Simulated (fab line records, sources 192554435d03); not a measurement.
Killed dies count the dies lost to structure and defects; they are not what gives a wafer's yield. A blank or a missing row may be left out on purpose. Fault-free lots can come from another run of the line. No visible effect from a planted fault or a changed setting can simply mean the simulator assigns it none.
Matching of chambers -- flow n5-finfet -- N5_DUMMY_GATE_ETCH_31 on rie-diel-02: 4 sister chambers
The step etches SiO2 in C4F6/O2, target depth 82.5 nm, time 27.5 s. 22 wafers are shown with their chamber, then 11 later ones without.

WAFERS PAIRED WITH THEIR CHAMBERS
wafer,chamber,showerhead-plenum-p-Torr (Torr),throttle-valve-pct (%),rf-vpp-V (V)
L074.2,3,2.74,21.03,653
L074.5,2,2.80,21.16,666
L074.6,3,2.74,21.02,652
L078.1,0,2.92,21.42,667
L078.3,3,2.74,21.06,653
L078.5,0,2.92,21.39,665
L082.1,3,2.73,21.06,652
L082.3,2,2.79,21.18,667
L082.4,1,2.73,21.34,659
L086.1,0,2.91,21.41,664
L086.4,3,2.73,21.07,652
L086.6,1,2.73,21.33,659
L089.2,0,2.91,21.43,665
L089.4,1,2.73,21.35,657
L089.5,3,2.73,21.07,651
L090.1,1,2.73,21.35,659
L090.4,3,2.73,21.08,653
L090.5,1,2.73,21.33,659
L091.1,1,2.73,21.36,657
L091.4,2,2.78,21.21,666
L091.6,0,2.91,21.43,666
L092.1,3,2.73,21.10,652

SIGNATURES, as means of the wafers listed above
reading,chamber 0,chamber 1,chamber 2,chamber 3,scatter within a chamber
showerhead-plenum-p-Torr,2.9140,2.7300,2.7900,2.7338,0.00531
throttle-valve-pct,21.4160,21.3433,21.1833,21.0613,0.0208
rf-vpp-V,665.40,658.33,666.33,652.25,0.904
Rule: distance of a wafer from a chamber = root of the sum over the readings of ((wafer's reading minus chamber's mean) / reading's scatter) squared. If the next closest chamber is less than 2 further off than the closest, the wafer can't be placed; otherwise it belongs to the closest. How the scatter is found: for the shown wafers, subtract from each reading the mean of its chamber, square and add these, divide the total by (wafers less chambers), then take the root.

WAFERS WITHOUT THEIR CHAMBER
wafer,showerhead-plenum-p-Torr (Torr),throttle-valve-pct (%),rf-vpp-V (V)
L092.2,2.73,21.37,658
L092.5,2.91,21.42,664
L093.1,2.73,21.08,651
L093.3,2.73,21.36,659
L093.5,2.78,21.20,664
L094.1,2.78,21.23,665
L094.4,2.72,21.36,658
L094.5,2.72,21.10,653
L096.1,2.72,21.08,651
L096.2,2.72,21.39,659
L096.3,2.90,21.06,664

WHICH CHAMBER EACH WENT THROUGH
wafer,from the rows above,in truth
L092.2,1,1
L092.5,0,0
L093.1,3,3
L093.3,1,1
L093.5,2,2
L094.1,2,2
L094.4,1,1
L094.5,3,3
L096.1,3,3
L096.2,1,1
L096.3,0,0
Correctly placed: 11 of 11. Not placeable from these rows: 0. Placed wrongly: 0.
